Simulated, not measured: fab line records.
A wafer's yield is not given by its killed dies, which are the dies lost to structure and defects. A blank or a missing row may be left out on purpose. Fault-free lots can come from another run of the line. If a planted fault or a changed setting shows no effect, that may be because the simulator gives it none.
Split-lot study    flow n5-finfet    route with 1938 steps; 7 lots, 21 wafers read

== ON THE SPLIT ==
At N5_MOL_CONTACT_COAG_ALD_123 (deposits SiNx, target thk 5 nm, pulse time 1 s, purge time 2 s), the setting ald-cycles was moved away from the recipe's 100 on 5 of the 21 wafers read, by +6.0% to +16.0%. The other wafers ran this setting at the recipe's value.

== FROM THE SPLIT TO THE READING: what the file shows between them, 10 steps ==
- N5_MOL_CONTACT_COAG_PECVD_31: deposits SiO2 from TEOS/O2, target thk 46 nm, time 8.9 s (also split here: temp-c)
- N5_MOL_CONTACT_COAG_COAT_75: time 60 s, resist thk 60 nm
- N5_MOL_CONTACT_COAG_COAT_76: time 60 s, resist thk 10 nm
- N5_MOL_CONTACT_COAG_ETCHBACK_135: etches SiO2 in CHF3, target depth 25 nm, time 16.7 s
- N5_MOL_CONTACT_COAG_STRIP_118: strips in CHF3
- N5_MOL_CONTACT_COAG_VIA_ETCH_46: etches SiO2 in C4F6/O2, target depth 46 nm, overetch 9.2 nm, time 40 s
- N5_MOL_CONTACT_COAG_STRIP_96: strips in N2/H2
- N5_MOL_CONTACT_COAG_ETCH_47: etches SiNx in CH3F/O2, stops on W, target depth 27 nm
- N5_MOL_CONTACT_COAG_STRIP_120: strips in CHF3
- N5_MOL_CONTACT_COAG_VIA_ETCH_117: etches SiO2 in C4F6/O2, target depth 40 nm, overetch 8 nm, time 26 s

== THE READING ==
etch.depth-nm (the simulator's own value, which no gauge read), in nm, at N5_MOL_CONTACT_COAG_ETCH_124 (etches SiNx in CH3F/O2, stops on SiOC, target depth 6.5 nm). No usual value for it is given in the file. Average 4.997 nm, standard deviation 0.031 nm, over the 16 wafers here run with the recipe.

wafer   tool, chamber at the split  ald-cycles as run  against the recipe  etch.depth-nm, nm  against lot-mates on the recipe
L077.3  ald-sin-04, 1,0             116                +16.0%              5.765              +0.808
L077.4  ald-sin-04, 1,0             116                +16.0%              5.803              +0.846
L077.5  ald-sin-04, 2               100                recipe              4.957              -
L079.3  ald-sin-01, 3,0,1           100                recipe              4.996              -
L079.4  ald-sin-01, 3,0,1           100                recipe              5.014              -
L079.6  ald-sin-01, 3,0,1           100                recipe              5.015              -
L080.2  ald-sin-01, 0,3,3           100                recipe              4.983              -
L080.3  ald-sin-01, 0,3,3           100                recipe              4.966              -
L080.6  ald-sin-01, 0,3,3           100                recipe              4.993              -
L083.2  ald-sin-04, 2,1             100                recipe              5.038              -
L083.3  ald-sin-04, 2,1             100                recipe              4.992              -
L083.6  ald-sin-04, 0               106                +6.0%               5.323              +0.308
L087.3  ald-sin-04, 0,1,2           100                recipe              5.018              -
L087.4  ald-sin-04, 0,1,2           100                recipe              4.948              -
L087.5  ald-sin-04, 0,1,2           100                recipe              4.991              -
L090.2  ald-sin-01, 1,2,1           100                recipe              5.049              -
L090.4  ald-sin-01, 1,2,1           100                recipe              4.995              -
L090.6  ald-sin-01, 1,2,1           100                recipe              5.042              -
L094.2  ald-sin-01, 3,1             112                +12.0%              5.612              +0.663
L094.4  ald-sin-01, 3,1             112                +12.0%              5.595              +0.646
L094.6  ald-sin-01, 2               100                recipe              4.949              -
The file does not say which wafer passed through which chamber wherever a row lists several chambers: such a row stands for several wafers.

THE FIT
A straight line over all 21 wafers: etch.depth-nm changes by +0.0498 nm for each +1% of ald-cycles; r = +0.99; the points scatter about the line by 0.03 nm.
The same after taking each lot's own level away (the mean of its wafers on the recipe; 21 wafers): +0.0526 nm for each +1%; r = +1.00; scatter 0.021 nm.
On that fit, the largest move of ald-cycles shifts the reading by 0.84 nm.
From 4.9490 to 5.0287 nm: that is the span of the lots' own levels, equal to 2.6 times the standard deviation above.
The two slopes are in agreement: the lot-to-lot level therefore moves the slope only a little.
Check: for one of the wafers moved furthest among these (+16.0%), held out of the fit, the line's prediction against its lot-mates is +0.858 nm. It came out at +0.808 nm against them.

== THE OTHER SPLITS THESE WAFERS WENT THROUGH ==
Before the reading, these wafers also passed through other splits. Each is held against what the fit with the lots' levels taken away leaves over:
other split on the same wafers       wafers away from the commonest value  r with etch.depth-nm (lot level and that fit taken away)
N5_FIN_CUT_ETCH_21 bias-w            7                                     -0.05
N5_DUMMY_GATE_COAT_28 spin-rpm       6                                     +0.55
N5_SD_ACTIVATION_LSA_01 temp-c       5                                     +0.29
N5_SDB_COAT_05 spin-rpm              7                                     +0.04
N5_HKMG_FIN_ETCH_55 bias-w           4                                     +0.11
N5_GATE_CUT_ALD_22 ald-cycles        3                                     +0.14
N5_MOL_CONTACT_COAG_PECVD_31 temp-c  8                                     -0.29

== THE WHOLE CHAIN: every reading that the file lists as answering this split, in the file's order ==
step                          what it does                                                    reading                                                                                   change (the file's fit)                 r (the file's)
N5_MOL_CONTACT_COAG_ALD_123   deposits SiNx, target thk 5 nm, pulse time 1 s, purge time 2 s  SiNx_of_MOL_CONTACT_COAG_ALD_123.thk-nm (the simulator's own value, which no gauge read)  +0.0514 nm for each +1% of the setting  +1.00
N5_MOL_CONTACT_COAG_ETCH_124  etches SiNx in CH3F/O2, stops on SiOC, target depth 6.5 nm      etch.depth-nm (the simulator's own value, which no gauge read)                            +0.0526 nm for each +1% of the setting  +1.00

== THE FILE'S OWN FIT ==
etch.depth-nm changes by +0.0526 nm for each +1% of ald-cycles, r = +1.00.
